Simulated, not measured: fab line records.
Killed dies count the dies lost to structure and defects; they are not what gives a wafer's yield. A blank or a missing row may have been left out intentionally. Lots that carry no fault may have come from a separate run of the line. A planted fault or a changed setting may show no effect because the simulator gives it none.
Problem report, 8D (eight disciplines) form, completed by code / flow n5-finfet / the parts of the form that need people (team, actions taken, sign-off) are left out

1. THE ISSUE
time-to-endpoint-s at N5_BEOL_M1_CMP_52 reads a mean of 2 s on 6 wafers of 2 lots; wafers without a fault read 62 s with a standard deviation of 3.2. Relative to the usual mean, that is a shift of -19 standard deviations.
The step: polishes, stops on SiOC, t overpolish 6.8 s, target thk 40 nm.
First observed at day 8 09:28: wafer L159.3, on cmp-03. At this step, 30 wafers from 11 lots have a number in the record. By rule, "out" or "out of limits" means more than 4 standard deviations away from the usual mean. The other wafers with a number count as sound.

2. WHAT IT IS AND WHAT IT IS NOT
question=which readings at this step | is=time-to-endpoint-s | is not=motor-current-A
question=which lots | is=L159, L160 | is not=L155, L166, L167, L168, L170, L171, L172, L173, L175
question=which wafers of those lots | is=all that have a number | is not=-
question=read on which tools | is=cmp-03, cmp-04 | is not=cmp-02
question=when | is=from day 8 09:28 | is not=up to then (3 sound wafers); but 21 sound wafers of L166, L167, L168, L170, L171, L172, L173, L175 came after

3. THE SUSPECTS, EACH WITH WHAT RULES IT OUT
Counting: any tool at a process step up to the reading is kept as a suspect provided that every lot that is out went through it and no sound lot did after the first of them.
- ecd-cu-02 at N5_BEOL_M1_ECD_50 (material Cu, target thk 300 nm): ruled out as a lasting fault. After its first lot that is out, L159 (day 8 09:05), sound lots L166, L167, L171, L172 ran on it.
Left after counting: nothing in the record.

4. THE CAUSE (what the simulator had put in)
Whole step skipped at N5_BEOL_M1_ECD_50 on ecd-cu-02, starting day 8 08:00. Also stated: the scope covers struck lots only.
It was ruled out by counting, in error; the rule expects a fault to strike all lots run on its tool from its start on, and this fault did not.

5. THE CHAIN OF EFFECTS, in route order
One row per reading whose mean, taken over the struck wafers that have a number, lies over 3 standard deviations from the usual. Only readings whose record carries a usual standard deviation are examined. hours: median over the lots of the time between each lot's start at the first step of this table that gives one and its start at this step. sigmas: the change, counted in usual standard deviations.
hours=0; step=N5_BEOL_M1_CMP_52; reading=time-to-endpoint-s; usual=62 s; on struck wafers=2; change=-60; sigmas=-19
hours=154; step=N5_PASSIVATION_PROBE_49; reading=defect-limited-yield; usual=91.2 %; on struck wafers=0.0; change=-91.2; sigmas=-57
hours=154; step=N5_PASSIVATION_PROBE_49; reading=killed_at_M0_to_M3; usual=35; on struck wafers=1117; change=+1082; sigmas=+98
hours=154; step=N5_PASSIVATION_PROBE_49; reading=killed-dies; usual=104; on struck wafers=1180; change=+1076; sigmas=+57
hours=154; step=N5_PASSIVATION_PROBE_49; reading=killed-on-rim; usual=13; on struck wafers=152; change=+139; sigmas=+36
hours=154; step=N5_PASSIVATION_PROBE_49; reading=sort_bin_5_function; usual=5.1 %; on struck wafers=96.9; change=+91.8; sigmas=+92
hours=154; step=N5_PASSIVATION_PROBE_49; reading=sort-n-pass; usual=1075; on struck wafers=0; change=-1075; sigmas=-49
hours=154; step=N5_PASSIVATION_PROBE_49; reading=sort-yield-pct; usual=91.1 %; on struck wafers=0.0; change=-91.1; sigmas=-48
Process steps it contains:
- N5_BEOL_M1_CMP_52: polishes, stops on SiOC, t overpolish 6.8 s, target thk 40 nm.
- N5_PASSIVATION_PROBE_49

6. HOW IT WOULD HAVE BEEN CAUGHT EARLIER
In this record the first reading out of limits was taken at day 8 09:28, 1 hour after the fault began at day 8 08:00.
